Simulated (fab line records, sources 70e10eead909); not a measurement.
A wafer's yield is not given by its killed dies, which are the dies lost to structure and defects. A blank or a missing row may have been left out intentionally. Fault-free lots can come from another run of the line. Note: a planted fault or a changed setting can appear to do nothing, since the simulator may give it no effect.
Matching of chambers	flow nand-harc	cmp-02 running NHARC_A_BONDPAD_CMP_29: 4 sister chambers
The step polishes SiCN, target thk 200 nm. 8 wafers are shown with their chamber, then 7 later ones without.

== WAFERS PAIRED WITH THEIR CHAMBERS ==
wafer	chamber	motor-current-A (A)
L074.5	2	13.5
L079.4	0	10.5
L080.5	0	10.9
L083.2	2	13.7
L083.4	3	13.2
L083.6	1	9.7
L090.3	1	10.1
L090.4	3	13.4

== WAFERS MISSING THEIR CHAMBER ==
wafer	motor-current-A (A)
L090.5	13.8
L093.3	13.8
L093.4	14.3
L093.5	13.3
L097.3	13.6
L097.4	13.5
L097.6	10.2

== WHICH CHAMBER EACH ONE RAN IN ==
wafer	from the rows above	in truth
L090.5	can't be placed: 2 or 3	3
L093.3	can't be placed: 2 or 3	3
L093.4	can't be placed: 2 or 3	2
L093.5	can't be placed: 3 or 2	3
L097.3	can't be placed: 2 or 3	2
L097.4	can't be placed: 2 or 3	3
L097.6	can't be placed: 1 or 0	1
Placed correctly: 0 of 7. Not placeable from these rows: 7 (in 7, the candidates include the true chamber). 0 placed wrongly.
How it was worked out, from the rows above alone: a wafer's distance from a chamber is the root of the sum, over the readings, of the square of ((its reading less the chamber's mean) divided by the reading's scatter). If the next closest chamber is less than 2 further off than the closest, the wafer can't be placed; otherwise it belongs to the closest. For every chamber, the mean is computed from those of its wafers that are shown. How the scatter is found: for the shown wafers, subtract from each reading the mean of its chamber, square and add these, divide the total by (wafers less chambers), then take the root.
